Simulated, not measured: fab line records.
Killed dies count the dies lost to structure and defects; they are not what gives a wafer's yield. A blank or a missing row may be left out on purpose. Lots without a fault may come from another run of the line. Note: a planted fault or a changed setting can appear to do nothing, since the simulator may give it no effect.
fab line records	flow n5-finfet
record: lots: 8	wafers: 22	last-day: 18
route steps=1938 shown MOL_CONTACT_COAG@605 BEOL_M0_SAQP@632 BEOL_M0@726 BEOL_M4@1111 PASSIVATION@1936
lots untouched by any fault: they come from a run of this same line in which no faults occurred
start-h: start of the lot's first displayed wafer, in hours after the record's first day	wait-h: how many hours have passed since the lot's step before this one	" repeats the value in the row above	L1.1+2: a row that stands for several wafers	- no value, or no start was given	* or withheld: withheld	< > ~ a bound
route shown NAME@n: a module of which the file shows steps, and the number in the route of the first	usual: mean/standard deviation of fault-free wafers	same: alike in all rows	chamber/n: place in a boat	sites: each site's reading	_std_site: the standard deviation of these	_edge_site: the outer-site mean with the inner-site mean subtracted	radius-mm: how far each site lies from the wafer's centre	mask NAME#n: copy n	behind: tool/chamber where the wafer was last shaped	hold: why the lot was held/for how many hours/how that ended	device: which transistor (n, p or np) failed to switch	end of line: the route-end tests of the same wafers	where a step has no rows: the recipe by itself	killed: dies that structure and defects cost at the first sort, which is not the same as the wafer's yield	map: a wafer's dies, x killed, . not, _ none there
set.NAME: the setting the step ran with; set.NAME@STEP: the setting that earlier step ran with	model.NAME: the simulator's own value behind a step, which no gauge read
a sample of lots followed through the steps of the route, with each step as a table and each wafer as a row
services: a tool's chamber out of use, with start hour (start-h, from the record's first day; less than 0 if before it), hours out, and reason
== steps ==
step: N5_MOL_CONTACT_COAG_DESCUM_45
recipe: chemistry: O2	time-s: 7	source-power-w: 50	bias-power-w: 20	pressure-mtorr: 20	rf-frequency-hz: 2.712e+07	temp-c: 40	resist: CAR-EUV	o2-flow-sccm: 225
usual: drypump-motor-current-A: 5.6/0.41	oes-product-au: 0.81/0.091	rf-vpp-V: 243.5/1.3	showerhead-plenum-p-Torr: 2.12/0.071	throttle-valve-pct: 20.44/0.17
lot.wafer	tool	chamber	start-h	wait-h	drypump-motor-current-A	oes-product-au	rf-hours-counter-h	rf-vpp-V	showerhead-plenum-p-Torr	throttle-valve-pct
L270.2	rie-diel-05	2	102.80	0.1	5.8	0.92	18	242.5	2.06	20.56
L270.3	"	1	"	"	5.9	0.97	7	243.5	2.04	20.41
L270.5	"	1	"	"	5.9	0.98	-	242.1	2.04	20.40
L275.2	rie-diel-01	2	139.23	0.9	4.9	0.95	11	243.3	2.16	20.33
L275.4	"	1	"	"	6.1	0.86	64	244.9	2.12	20.46
L275.5	"	2	"	"	4.9	0.96	-	243.8	2.16	20.32
L276.2	rie-diel-01	1	147.92	0.0	6.1	0.86	69	244.1	2.12	20.47
L276.5	"	2	"	"	4.9	0.95	-	244.9	2.16	20.34
L276.6	"	3	"	"	5.6	0.70	-	244.4	2.17	20.67
L277.1	rie-diel-05	3	149.12	0.0	6.3	0.68	234	244.2	2.14	20.49
L277.6	"	0	"	"	5.7	0.81	-	244.1	2.12	20.09
L278.4	rie-diel-06	0	155.79	0.1	5.3	0.75	151	244.6	2.09	20.65
L278.5	"	1	"	"	6.1	0.72	-	241.9	1.98	20.37
L278.6	"	2	"	"	5.2	0.88	-	245.8	2.22	20.23
L287.1	rie-diel-05	2	210.92	0.0	5.8	0.86	60	242.3	2.04	20.63
L287.4	"	0	"	"	5.8	0.79	109	242.1	2.11	20.14
L287.5	"	0	"	"	5.8	0.79	-	244.1	2.11	20.12
L289.2	rie-diel-06	2	227.47	0.1	5.3	0.84	68	246.2	2.21	20.28
L289.3	"	0	"	"	5.3	0.72	176	244.9	2.08	20.67
L289.6	"	2	"	"	5.3	0.83	-	244.3	2.21	20.29
L291.4	rie-diel-06	3	243.43	0.1	5.1	0.93	11	243.3	2.16	20.45
L291.6	"	3	"	"	5.1	0.92	-	243.9	2.16	20.45
step: N5_MOL_CONTACT_COAG_ETCH_67
recipe: chemistry: N2/H2	target: SOC	target-depth-a: 600	overetch-a: 210	mask-material: SiARC	temp-c: 40	time-s: 101.2	ion-energy-ev: 200	pressure-mtorr: 30	source-w: 840	bias-w: 150	n2-flow-sccm: 200	h2-flow-sccm: 200
usual: drypump-motor-current-A: 5.6/0.4	oes-product-au: 0.68/0.074	rf-vpp-V: 524.7/2	showerhead-plenum-p-Torr: 2.57/0.071	throttle-valve-pct: 17.80/0.2
lot.wafer	tool	chamber	start-h	wait-h	drypump-motor-current-A	oes-product-au	rf-hours-counter-h	rf-vpp-V	showerhead-plenum-p-Torr	throttle-valve-pct
L270.2	rie-diel-01	3	103.47	0.0	5.6	0.60	192	525.8	2.63	17.96
L270.3	"	3	"	"	5.6	0.59	-	528.2	2.63	17.97
L270.5	"	3	"	"	5.6	0.59	-	527.2	2.63	17.95
L275.2	rie-diel-01	1	139.63	0.0	6.1	0.72	65	524.5	2.56	17.69
L275.4	"	2	"	"	4.9	0.80	11	525.3	2.61	17.57
L275.5	"	3	"	"	5.6	0.58	-	525.7	2.62	18.00
L276.2	rie-diel-01	0	148.41	0.0	5.5	0.74	53	527.1	2.57	17.59
L276.5	"	3	"	"	5.6	0.59	-	526.2	2.62	18.00
L276.6	"	0	"	"	5.4	0.73	-	524.8	2.57	17.55
L277.1	rie-diel-01	1	149.48	0.0	6.1	0.71	70	524.1	2.56	17.69
L277.6	"	2	"	"	4.9	0.79	-	525.1	2.61	17.59
L278.4	rie-diel-01	2	156.22	0.0	4.9	0.78	19	525.3	2.60	17.57
L278.5	"	0	"	"	5.4	0.73	-	524.9	2.56	17.57
L278.6	"	3	"	"	5.6	0.58	-	525.3	2.62	18.00
L287.1	rie-diel-06	2	211.27	0.0	5.3	0.71	63	526.0	2.69	17.66
L287.4	"	1	"	"	6.2	0.59	222	519.6	2.40	17.97
L287.5	"	1	"	"	6.1	0.59	-	520.8	2.40	17.97
L289.2	rie-diel-05	3	228.28	0.0	6.3	0.78	7	524.9	2.62	17.73
L289.3	"	1	"	"	5.9	0.73	54	521.8	2.46	17.85
L289.6	"	2	"	"	5.8	0.71	-	522.4	2.47	17.86
L291.4	rie-diel-01	3	243.82	0.0	5.6	0.57	246	525.6	2.60	18.06
L291.6	"	3	"	"	5.6	0.56	-	525.1	2.60	18.07
step: N5_BEOL_M0_SAQP_PECVD_00
recipe: material: SiCN	target-thk-a: 80	temp-c: withheld	precursor: 3MS/NH3	pressure-torr: 3	rf-w: 202	time-s: 14
usual: chamber-pressure-Torr: 3.000/0.0063	rf-fwd-power-W: 198.3/1	showerhead-plenum-p-Torr: 3.668/0.016	showerhead-vpp-V: 879/45	throttle-valve-pct: 9.0/0.55
lot.wafer	tool	chamber	start-h	wait-h	chamber-pressure-Torr	rf-fwd-power-W	showerhead-plenum-p-Torr	showerhead-vpp-V	throttle-valve-pct
L270.2	pecvd-04	2	127.69	0.2	2.993	198.4	3.665	947	7.7
L270.3	"	0	"	"	3.000	199.1	3.666	904	9.2
L270.5	"	0	"	"	3.002	199.1	3.661	903	9.4
L275.2	pecvd-01	0	144.46	0.2	-	-	-	-	-
L275.4	"	2	"	"	-	-	-	-	-
L275.5	"	0	"	"	-	-	-	-	-
L276.2	pecvd-03	2	153.04	0.2	-	-	-	-	-
L276.5	"	2	"	"	-	-	-	-	-
L276.6	"	1	"	"	-	-	-	-	-
L277.1	pecvd-01	1	156.04	0.2	2.996	197.5	3.641	877	9.8
L277.6	"	0	"	"	2.996	199.1	3.655	892	8.9
L278.4	pecvd-03	1	160.84	0.1	2.996	198.4	3.678	926	9.3
L278.5	"	2	"	"	3.000	196.7	3.652	865	8.4
L278.6	"	0	"	"	2.993	197.2	3.675	823	9.2
L287.1	pecvd-03	1	215.89	0.2	2.990	198.0	3.686	926	8.9
L287.4	"	1	"	"	3.004	198.1	3.683	936	9.3
L287.5	"	2	"	"	3.001	197.4	3.665	865	8.8
L289.2	pecvd-03	2	232.94	0.2	3.001	196.9	3.659	861	8.8
L289.3	"	0	"	"	3.007	197.0	3.664	829	9.1
L289.6	"	0	"	"	3.000	197.7	3.672	837	9.1
L291.4	pecvd-03	0	251.48	0.1	3.004	197.1	3.679	834	9.1
L291.6	"	1	"	"	3.006	198.7	3.690	918	9.0
step: N5_BEOL_M0_SAQP_PECVD_03
recipe: material: SiCN	target-thk-a: 120	temp-c: withheld	precursor: 3MS/NH3	pressure-torr: 3	rf-w: 202	time-s: 21.1
usual: chamber-pressure-Torr: 3.000/0.0063	rf-fwd-power-W: 198.8/0.87	showerhead-plenum-p-Torr: 3.667/0.016	showerhead-vpp-V: 879/45	throttle-valve-pct: 9.0/0.56
lot.wafer	tool	chamber	start-h	wait-h	chamber-pressure-Torr	rf-fwd-power-W	showerhead-plenum-p-Torr	showerhead-vpp-V	throttle-valve-pct
L270.2	pecvd-01	2	129.84	0.1	3.007	200.1	3.654	759	9.6
L270.3	"	0	"	"	3.004	199.1	3.657	881	8.5
L270.5	"	2	"	"	3.000	200.0	3.647	774	9.0
L275.2	pecvd-03	0	144.66	0.1	2.989	198.3	3.673	838	9.7
L275.4	"	2	"	"	2.999	198.0	3.654	856	8.6
L275.5	"	1	"	"	3.000	199.4	3.689	935	9.2
L276.2	pecvd-03	2	153.48	0.1	3.008	196.7	3.663	884	8.5
L276.5	"	0	"	"	3.001	199.3	3.668	844	9.3
L276.6	"	1	"	"	3.001	198.6	3.680	914	9.2
L277.1	pecvd-01	0	157.73	0.1	3.008	198.3	3.653	878	8.8
L277.6	"	0	"	"	3.002	197.9	3.663	876	8.5
L278.4	pecvd-01	2	163.66	0.1	3.005	199.7	3.650	772	9.4
L278.5	"	1	"	"	3.012	197.3	3.638	898	9.8
L278.6	"	0	"	"	2.999	199.7	3.654	876	8.6
L287.1	pecvd-04	0	219.45	0.1	3.001	199.2	3.669	910	9.2
L287.4	"	0	"	"	2.997	199.1	3.662	909	9.3
L287.5	"	2	"	"	3.004	199.1	3.672	930	8.1
L289.2	pecvd-04	2	233.24	0.1	2.993	198.7	3.675	939	8.2
L289.3	"	0	"	"	3.002	200.1	3.660	886	9.6
L289.6	"	1	"	"	2.991	199.0	3.690	877	8.8
L291.4	pecvd-04	1	254.87	0.1	2.995	197.6	3.687	851	9.0
L291.6	"	0	"	"	3.021	199.0	3.664	884	9.6
step: N5_BEOL_M0_ETCH_109
recipe: chemistry: CH3F/O2	target-depth-a: 80	overetch-a: 24	target: SiCN	time-s: 27.4	ion-energy-ev: 120	pressure-mtorr: 30	source-w: 395	bias-w: 75	Ar_flow_sccm: 150	CH3F_flow_sccm: 30	O2_flow_sccm: 20
usual: O2_flow_sccm: 20.00/0.061	drypump-motor-current-A: 5.7/0.37	oes-product-au: 0.71/0.071	rf-vpp-V: 297.4/1.4	showerhead-plenum-p-Torr: 2.00/0.061	throttle-valve-pct: 16.24/0.18
lot.wafer	tool	chamber	start-h	wait-h	O2_flow_sccm	drypump-motor-current-A	oes-product-au	rf-hours-counter-h	rf-vpp-V	showerhead-plenum-p-Torr	throttle-valve-pct
L270.2	rie-diel-05	0	144.53	1.7	19.98	5.8	0.69	84	298.3	2.03	15.98
L270.3	"	1	"	"	19.91	5.9	0.78	22	296.8	1.94	16.20
L270.5	"	2	"	"	20.09	5.8	0.79	-	298.5	1.94	16.29
L275.2	rie-diel-01	0	154.24	0.9	19.93	5.4	0.33	56	298.7	2.02	16.06
L275.4	"	1	"	"	19.98	6.1	0.32	73	297.0	2.03	16.29
L275.5	"	1	"	"	19.93	6.1	0.31	-	297.8	2.03	16.30
L276.2	rie-diel-05	3	163.69	0.0	20.03	6.3	0.26	240	297.1	2.05	16.54
L276.5	"	1	"	"	20.09	5.9	0.34	-	296.7	1.94	16.21
L276.6	"	0	"	"	19.99	5.7	0.30	-	297.4	2.03	15.99
L277.1	rie-diel-05	0	164.84	0.0	20.08	5.7	0.68	92	297.6	2.03	16.01
L277.6	"	1	"	"	19.95	5.9	0.79	-	295.3	1.94	16.21
L278.4	rie-diel-05	0	172.85	1.2	20.04	5.7	0.67	95	298.1	2.03	16.00
L278.5	"	3	"	"	20.01	6.3	0.58	-	296.5	2.05	16.55
L278.6	"	2	"	"	20.02	5.8	0.74	-	297.2	1.94	16.31
L287.1	rie-diel-06	1	229.62	0.0	20.03	6.2	0.59	229	296.0	1.90	16.45
L287.4	"	1	"	"	20.02	6.1	0.59	-	293.8	1.90	16.46
L287.5	"	2	"	"	19.92	5.3	0.70	-	300.0	2.10	16.06
L289.2	rie-diel-06	0	245.92	0.8	20.21	5.3	0.63	184	296.3	1.98	16.51
L289.3	"	3	"	"	19.96	5.1	0.79	12	297.4	2.06	16.20
L289.6	"	3	"	"	20.08	5.1	0.80	-	299.0	2.06	16.21
L291.4	rie-diel-05	2	264.35	0.1	20.04	5.8	0.71	76	296.5	1.93	16.37
L291.6	"	0	"	"	19.87	5.8	0.64	-	296.2	2.02	16.08
step: N5_BEOL_M0_RS_MEAS_126
recipe: thk-meas-gauge: four-point-probe	reads: Co_of_BEOL_M0_CO_CAP_123+Cu_of_BEOL_M0_ECD_118+Co_of_BEOL_M0_CVD_115+TaN_of_BEOL_M0_ALD_136
usual: M0_RS: 0.538/0.023
lot.wafer	tool	chamber	start-h	wait-h	M0_RS[ohm/sq]
L270.2	film-metro-02	-	150.90	0.1	0.511
L270.3	"	-	"	"	0.540
L270.5	"	-	"	"	0.552
L275.2	film-metro-01	-	158.41	0.1	0.670
L275.4	"	-	"	"	0.615
L275.5	"	-	"	"	0.659
L276.2	film-metro-01	-	166.68	0.1	0.731
L276.5	"	-	"	"	0.653
L276.6	"	-	"	"	0.699
L277.1	film-metro-01	-	167.43	0.0	0.559
L277.6	"	-	"	"	0.520
L278.4	film-metro-01	-	175.83	0.0	0.531
L278.5	"	-	"	"	0.566
L278.6	"	-	"	"	0.554
L287.1	film-metro-01	-	233.48	0.0	0.531
L287.4	"	-	"	"	0.524
L287.5	"	-	"	"	0.537
L289.2	film-metro-01	-	249.93	0.1	0.517
L289.3	"	-	"	"	0.532
L289.6	"	-	"	"	0.513
L291.4	film-metro-02	-	268.40	0.0	0.537
L291.6	"	-	"	"	0.541
step: N5_BEOL_M4_RC_MEAS_101
usual: DIBL_N: 36.0/1.7	DIBL_P: 36.2/2.3	IOFF_N: 0.16/0.03	IOFF_P: 0.21/0.036	ION_N: 679/11	ION_P: 465/7.1	SS_N: 71.4/0.58	SS_P: 73.3/0.75	VT_N: 249/3.1	VT_P: -251/3.5
lot.wafer	tool	chamber	start-h	wait-h	DIBL_N[mV/V]	DIBL_P[mV/V]	IOFF_N[nA/um]	IOFF_P[nA/um]	ION_N[uA/um]	ION_P[uA/um]	SS_N[mV/dec]	SS_P[mV/dec]	VT_N[mV]	VT_P[mV]
L270.2	prober-01	0	189.24	0.2	33.9	33.3	0.14	0.19	673	461	71.0	73.1	248	-250
L270.3	"	0	"	"	32.7	31.5	0.12	0.17	665	459	70.9	72.2	252	-253
L270.5	"	0	"	"	35.4	35.5	0.15	0.21	683	467	70.4	72.8	249	-249
L275.2	prober-02	0	207.27	0.5	36.0	36.1	0.16	0.22	680	466	71.1	73.6	250	-249
L275.4	"	0	"	"	36.5	37.2	0.17	0.23	685	469	71.6	73.7	247	-246
L275.5	"	0	"	"	37.4	38.2	0.18	0.25	682	469	72.0	74.6	248	-248
L277.1	prober-01	0	210.02	0.0	37.9	40.0	0.17	0.19	677	452	72.1	74.2	251	-259
L277.6	"	0	"	"	38.0	40.4	0.19	0.20	688	453	72.6	74.5	248	-258
L276.2	prober-01	0	214.02	0.2	34.9	34.8	0.15	0.19	675	465	71.7	73.6	249	-253
L276.5	"	0	"	"	34.2	34.3	0.13	0.19	670	454	71.1	73.6	251	-250
L276.6	"	0	"	"	36.1	35.9	0.17	0.21	683	465	72.0	73.6	249	-251
L278.4	prober-01	0	230.55	0.5	35.2	36.6	0.13	0.20	650	455	71.3	74.1	254	-251
L278.5	"	0	"	"	36.2	37.4	0.15	0.22	667	455	71.1	72.5	251	-250
L278.6	"	0	"	"	35.6	35.9	0.14	0.18	665	458	71.6	73.0	254	-254
L287.1	prober-02	0	280.22	0.0	39.7	41.2	0.23	0.28	703	477	72.0	73.9	244	-247
L287.4	"	0	"	"	36.6	37.7	0.15	0.22	672	469	71.9	73.8	249	-250
L287.5	"	0	"	"	36.5	37.4	0.15	0.20	681	469	71.9	72.5	249	-250
L289.2	prober-02	0	306.69	0.2	36.4	37.7	0.16	0.22	681	469	71.8	73.6	249	-251
L289.3	"	0	"	"	37.2	38.2	0.18	0.23	680	464	71.8	74.4	249	-252
L289.6	"	0	"	"	38.1	39.5	0.20	0.25	699	476	71.8	74.7	245	-249
L291.4	prober-02	0	321.31	0.5	40.8	43.6	0.28	0.32	701	481	72.3	74.5	241	-247
L291.6	"	0	"	"	36.5	37.9	0.16	0.22	672	462	72.2	72.9	253	-250
step: N5_PASSIVATION_PROBE_49
usual: defect-limited-yield: 91.3/1.5	killed_at_M0_to_M3: 31/11	killed_at_M4_up: 14/5.1	killed-at-contacts: 12/5.6	killed-at-front-end: 42/12	killed-at-other: 3.8/2.9	killed-dies: 103/18	killed-on-rim: 14/4.5	killed-open: 67/14	killed-short: 33/8	sort_bin_4_leakage: 0.00/0.0073	sort_bin_5_function: 5.1/1	sort_bin_6_memory: 3.2/0.75	sort-n-pass: 1077/18	sort-yield-pct: 91.3/1.5
same: gross-dies: 1180	killed-at-back-side: 0	sort_bin_8_speed[%]: 0
lot.wafer	tool	chamber	start-h	wait-h	defect-limited-yield[%]	killed_at_M0_to_M3	killed_at_M4_up	killed-at-contacts	killed-at-front-end	killed-at-other	killed-dies	killed-on-rim	killed-open	killed-short	sort_bin_4_leakage[%]	sort_bin_5_function[%]	sort_bin_6_memory[%]	sort-n-pass	sort-yield-pct[%]
L270.2	prober-02	-	291.91	0.9	90.8	41	10	22	36	0	109	14	72	34	0	5.1	3.8	1071	90.8
L270.3	prober-02	-	291.96	0.9	90.1	39	7	15	54	2	117	16	76	40	0	5.9	3.6	1063	90.1
L270.5	prober-02	-	292.06	1.0	92.0	40	8	15	25	6	94	8	65	26	0	5.0	2.4	1086	92.0
L277.1	prober-01	-	326.26	0.0	90.7	34	20	15	34	7	110	19	65	42	0	5.2	3.7	1070	90.7
L277.6	prober-01	-	326.51	0.3	91.8	29	13	10	44	1	97	8	64	33	0	4.3	3.5	1083	91.8
L275.2	prober-01	-	331.52	0.1	68.6	289	21	14	40	6	370	15	87	31	0	26.2	5.0	810	68.6
L275.4	prober-01	-	331.62	0.2	68.6	301	12	13	43	1	370	27	68	23	0	28.4	2.8	810	68.6
L275.5	prober-01	-	331.67	0.2	69.1	310	18	3	33	1	365	23	52	34	0	28.5	2.2	815	69.1
L276.2	prober-01	-	339.47	0.1	67.9	291	15	11	58	4	379	103	73	22	0	27.9	3.2	801	67.9
L276.5	prober-01	-	339.62	0.2	69.4	298	12	9	36	6	361	102	49	31	0	27.8	2.5	819	69.4
L276.6	prober-01	-	339.67	0.3	68.9	292	16	8	48	3	367	107	64	29	0	27.0	3.4	813	68.9
L278.4	prober-02	-	349.86	2.6	93.5	8	12	7	44	6	77	10	45	31	0	3.7	2.7	1103	93.5
L278.5	prober-02	-	349.91	2.6	92.2	14	21	4	41	12	92	14	58	30	0	4.2	3.1	1088	92.2
L278.6	prober-02	-	349.96	2.7	93.1	13	14	9	42	3	81	6	50	30	0	3.7	2.9	1099	93.1
L287.1	prober-01	-	384.76	0.0	92.7	32	8	16	28	2	86	11	56	28	0	4.5	2.5	1094	92.7
L287.4	prober-01	-	384.91	0.2	91.7	40	10	5	37	6	98	17	58	34	0	4.5	3.0	1082	91.7
L287.5	prober-01	-	384.96	0.2	93.8	26	14	11	20	2	73	6	46	27	0	3.2	3.0	1107	93.8
L289.2	prober-01	-	407.40	0.1	86.8	52	19	26	55	4	156	17	106	48	0	8.4	4.6	1024	86.8
L289.3	prober-01	-	407.45	0.1	89.2	22	17	30	47	12	128	20	76	49	0	6.9	3.4	1052	89.2
L289.6	prober-01	-	407.60	0.3	90.3	38	14	23	37	3	115	12	85	29	0	6.4	3.2	1065	90.3
L291.4	prober-01	-	422.65	0.2	91.6	31	13	13	39	3	99	14	75	22	0.08	4.8	3.5	1080	91.5
L291.6	prober-01	-	422.75	0.3	92.8	40	12	10	20	3	85	13	62	22	0	4.1	2.6	1095	92.8
killed by level:class
L270.2 MOL_CONTACT_COAG:geometric-particle:open=19 BEOL_M0_SAQP:geometric-particle:short=15 BEOL_M0_SAQP:geometric-particle:open=14 GATE_CUT:geometric-particle:short=6 BEOL_M2:geometric-particle:open=6 STI_FIN_REVEAL:geometric-particle:open=5 FIN_SAQP:geometric-particle:open=4 SPACER0:geometric-particle:open=4
L270.3 FIN_SAQP:geometric-particle:open=16 BEOL_M0_SAQP:geometric-particle:open=15 MOL_CONTACT_COAG:geometric-particle:open=13 BEOL_M0_SAQP:geometric-particle:short=13 STI_FIN_REVEAL:geometric-particle:open=10 BEOL_M2:geometric-particle:short=5 STARTING-WAFER:geometric-particle:open=5 FIN_SAQP:geometric-particle:short=3
L270.5 BEOL_M0_SAQP:geometric-particle:open=14 MOL_CONTACT_COAG:geometric-particle:open=13 BEOL_M0_SAQP:geometric-particle:short=13 PASS1_CAP:geometric-particle:open=6 BEOL_M3:geometric-particle:open=5 STARTING-WAFER:geometric-particle:open=5 STARTING-WAFER:geometric-particle:short=5 BEOL_M1:geometric-particle:open=4
L277.1 MOL_CONTACT_COAG:geometric-particle:open=14 BEOL_M0_SAQP:geometric-particle:short=14 BEOL_M3:geometric-particle:open=7 BEOL_M0_SAQP:geometric-particle:open=6 FIN_SAQP:geometric-particle:short=5 FIN_SAQP:geometric-particle:open=5 STI_FIN_REVEAL:geometric-particle:open=5 BEOL_M5:geometric-particle:open=5
L277.6 STI_FIN_REVEAL:geometric-particle:open=10 MOL_CONTACT_COAG:geometric-particle:open=8 BEOL_M4:geometric-particle:open=8 BEOL_M0_SAQP:geometric-particle:open=7 FIN_SAQP:geometric-particle:open=6 FIN_SAQP:geometric-particle:short=6 GATE_CUT:geometric-particle:short=6 BEOL_M0_SAQP:geometric-particle:short=6
L275.2 BEOL_M0_SAQP:area-pecvd=252 MOL_CONTACT_COAG:geometric-particle:open=12 STI_FIN_REVEAL:geometric-particle:open=11 BEOL_M4:geometric-particle:open=11 BEOL_M3:geometric-particle:open=8 FIN_SAQP:geometric-particle:open=5 FIN_SAQP:geometric-particle:short=5 BEOL_M0_SAQP:geometric-particle:short=5
L275.4 BEOL_M0_SAQP:area-pecvd=279 STI_FIN_REVEAL:geometric-particle:open=21 MOL_CONTACT_COAG:geometric-particle:open=12 BEOL_M4:geometric-particle:open=5 FIN_SAQP:geometric-particle:open=4 GATE_CUT:geometric-particle:short=4 BEOL_M0_SAQP:geometric-particle:open=4 BEOL_M0_SAQP:geometric-particle:short=4
L275.5 BEOL_M0_SAQP:area-pecvd=279 FIN_SAQP:geometric-particle:short=11 BEOL_M4:geometric-particle:open=11 BEOL_M0_SAQP:geometric-particle:short=8 BEOL_M0_SAQP:geometric-particle:open=7 BEOL_M2:geometric-particle:open=6 FIN_SAQP:geometric-particle:open=4 DUMMY_GATE:geometric-particle:open=4
L276.2 BEOL_M0_SAQP:area-pecvd=276 FIN_SAQP:geometric-particle:open=15 MOL_CONTACT_COAG:geometric-particle:open=10 STI_FIN_REVEAL:geometric-particle:open=8 HKMG_FIN:area-etch=8 GATE_CUT:geometric-particle:short=6 BEOL_M2:geometric-particle:open=6 FIN_SAQP:geometric-particle:short=5
L276.5 BEOL_M0_SAQP:area-pecvd=281 FIN_SAQP:geometric-particle:short=11 DUMMY_GATE:geometric-particle:open=9 MOL_CONTACT_COAG:geometric-particle:open=6 BEOL_M5:geometric-particle:open=6 STI_FIN_REVEAL:geometric-particle:open=4 BEOL_M0_SAQP:geometric-particle:open=4 STARTING-WAFER:geometric-particle:open=4
L276.6 BEOL_M0_SAQP:area-pecvd=270 FIN_SAQP:geometric-particle:open=15 FIN_SAQP:geometric-particle:short=13 BEOL_M1:geometric-particle:open=11 MOL_CONTACT_COAG:geometric-particle:open=8 BEOL_M4:geometric-particle:open=8 GATE_CUT:geometric-particle:open=6 GATE_CUT:geometric-particle:short=5
L278.4 FIN_SAQP:geometric-particle:open=8 FIN_SAQP:geometric-particle:short=6 STI_FIN_REVEAL:geometric-particle:open=6 GATE_CUT:geometric-particle:short=6 MOL_CONTACT_COAG:geometric-particle:open=6 DUMMY_GATE:geometric-particle:short=4 DUMMY_GATE:geometric-particle:open=4 BEOL_M5:geometric-particle:open=4
L278.5 FIN_SAQP:geometric-particle:open=8 DUMMY_GATE:geometric-particle:open=8 FIN_SAQP:geometric-particle:short=7 BEOL_M4:geometric-particle:open=7 BEOL_M5:geometric-particle:open=6 PAD_METAL:geometric-particle:short=4 GATE_CUT:geometric-particle:short=3 BEOL_M0_SAQP:geometric-particle:open=3
L278.6 FIN_SAQP:geometric-particle:open=11 FIN_SAQP:geometric-particle:short=9 MOL_CONTACT_COAG:geometric-particle:open=8 DUMMY_GATE:geometric-particle:open=4 BEOL_M1:geometric-particle:open=4 BEOL_M4:geometric-particle:open=4 STI_FIN_REVEAL:geometric-particle:open=3 GATE_CUT:geometric-particle:short=3
L287.1 MOL_CONTACT_COAG:geometric-particle:open=12 STI_FIN_REVEAL:geometric-particle:open=9 BEOL_M0_SAQP:geometric-particle:open=9 BEOL_M0_SAQP:geometric-particle:short=6 BEOL_M1:geometric-particle:short=5 GATE_CUT:geometric-particle:short=4 MOL_CONTACT_COAG:geometric-particle:short=4 BEOL_M2:geometric-particle:open=4
L287.4 BEOL_M1:geometric-particle:open=9 STI_FIN_REVEAL:geometric-particle:open=8 BEOL_M1:geometric-particle:short=8 BEOL_M0_SAQP:geometric-particle:short=7 BEOL_M0_SAQP:geometric-particle:open=7 BEOL_M4:geometric-particle:open=6 HKMG_FIN:area-etch=6 GATE_CUT:geometric-particle:short=5
L287.5 MOL_CONTACT_COAG:geometric-particle:open=8 BEOL_M1:geometric-particle:open=7 STARTING-WAFER:geometric-particle:open=5 BEOL_M3:geometric-particle:open=4 STARTING-WAFER:geometric-particle:short=4 DUMMY_GATE:geometric-particle:short=3 MOL_CONTACT_COAG:geometric-particle:short=3 BEOL_M0_SAQP:geometric-particle:open=3
L289.2 FIN_SAQP:geometric-particle:open=21 MOL_CONTACT_COAG:geometric-particle:open=20 FIN_SAQP:geometric-particle:short=14 BEOL_M4:geometric-particle:open=14 BEOL_M2:geometric-particle:open=11 BEOL_M3:geometric-particle:open=11 BEOL_M0_SAQP:geometric-particle:open=8 BEOL_M2:geometric-particle:short=8
L289.3 MOL_CONTACT_COAG:geometric-particle:open=18 FIN_SAQP:geometric-particle:short=14 FIN_SAQP:geometric-particle:open=13 MOL_CONTACT_COAG:geometric-particle:short=12 PAD_METAL:geometric-particle:open=7 GATE_CUT:geometric-particle:short=6 BEOL_M3:geometric-particle:open=6 BEOL_M1:geometric-particle:open=5
L289.6 MOL_CONTACT_COAG:geometric-particle:open=20 BEOL_M2:geometric-particle:open=14 FIN_SAQP:geometric-particle:open=13 FIN_SAQP:geometric-particle:short=13 BEOL_M3:geometric-particle:open=8 BEOL_M1:geometric-particle:open=7 BEOL_M4:geometric-particle:open=5 BEOL_M0_SAQP:geometric-particle:open=4
L291.4 FIN_SAQP:geometric-particle:open=15 MOL_CONTACT_COAG:geometric-particle:open=11 STI_FIN_REVEAL:geometric-particle:open=7 BEOL_M2:geometric-particle:open=6 BEOL_M0:geometric-particle:open=6 BEOL_M1:geometric-particle:open=6 FIN_SAQP:geometric-particle:short=5 BEOL_M3:geometric-particle:open=4
L291.6 MOL_CONTACT_COAG:geometric-particle:open=9 BEOL_M1:geometric-particle:open=9 BEOL_M0_SAQP:geometric-particle:short=7 BEOL_M0_SAQP:geometric-particle:open=7 BEOL_M3:geometric-particle:open=7 BEOL_M4:geometric-particle:open=5 FIN_SAQP:geometric-particle:open=4 BEOL_M3:geometric-particle:short=4
== services ==
tool	chamber	start-h	hours	kind
rie-diel-01	2	79.53	-	clean
rie-diel-01	2	79.53	-	consumable-replace:focus-ring
rie-diel-01	2	79.53	25.2	scheduled-down
rie-diel-01	2	79.53	25.2	vent-cycle
pecvd-01	2	81.98	10.8	repair
rie-diel-05	1	89.71	3.3	repair
rie-diel-06	3	100.54	10.5	repair
pecvd-03	1	110.42	2.1	scheduled-down
pecvd-03	-	122.25	2.5	repair
rie-diel-06	-	125.58	28.1	pm
rie-diel-01	2	128.72	2.3	repair
pecvd-01	-	132.82	0.8	repair
pecvd-03	-	133.85	2.2	repair
pecvd-04	-	144.83	28.1	pm
pecvd-01	-	167.36	1.7	repair
pecvd-03	1	184.01	5.0	scheduled-down
rie-diel-05	3	194.37	-	clean
rie-diel-05	3	194.37	-	consumable-replace:focus-ring
rie-diel-05	3	194.37	13.7	scheduled-down
rie-diel-05	3	194.37	13.7	vent-cycle
pecvd-01	-	200.16	2.8	pm
rie-diel-06	3	225.92	16.6	repair
pecvd-01	-	258.95	5.1	repair
rie-diel-01	3	263.49	2.6	repair
== key ==
first-sign: step: N5_BEOL_M0_SAQP_PECVD_00	reading: tool-record	direction: missing
effect: step: N5_BEOL_M0_ETCH_109	reading: oes-product-au	direction: down	sigmas: 5.6	usual: 0.71	struck: 0.31
effect: step: N5_BEOL_M0_RS_MEAS_126	reading: M0_RS	direction: up	sigmas: 5.8	usual: 0.538	struck: 0.671
effect: step: N5_PASSIVATION_PROBE_49	reading: killed_at_M0_to_M3	direction: up	sigmas: 25	usual: 31	struck: 297
more-kills-born-at: N5_BEOL_M0_SAQP_PECVD_00@pecvd-03: 827	N5_BEOL_M0_SAQP_PECVD_00@pecvd-01: 810
met-at N5_BEOL_M0_SAQP_PECVD_00
struck-lots L275,L276
not-acting-at N5_MOL_CONTACT_COAG_DESCUM_45,N5_MOL_CONTACT_COAG_ETCH_67,N5_BEOL_M0_SAQP_PECVD_03
fault: kind: skipped-step-whole	tool: pecvd-01,pecvd-03	chamber: -	onset-h: 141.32	steps: N5_BEOL_M0_SAQP_PECVD_00	scope: struck-lots-only
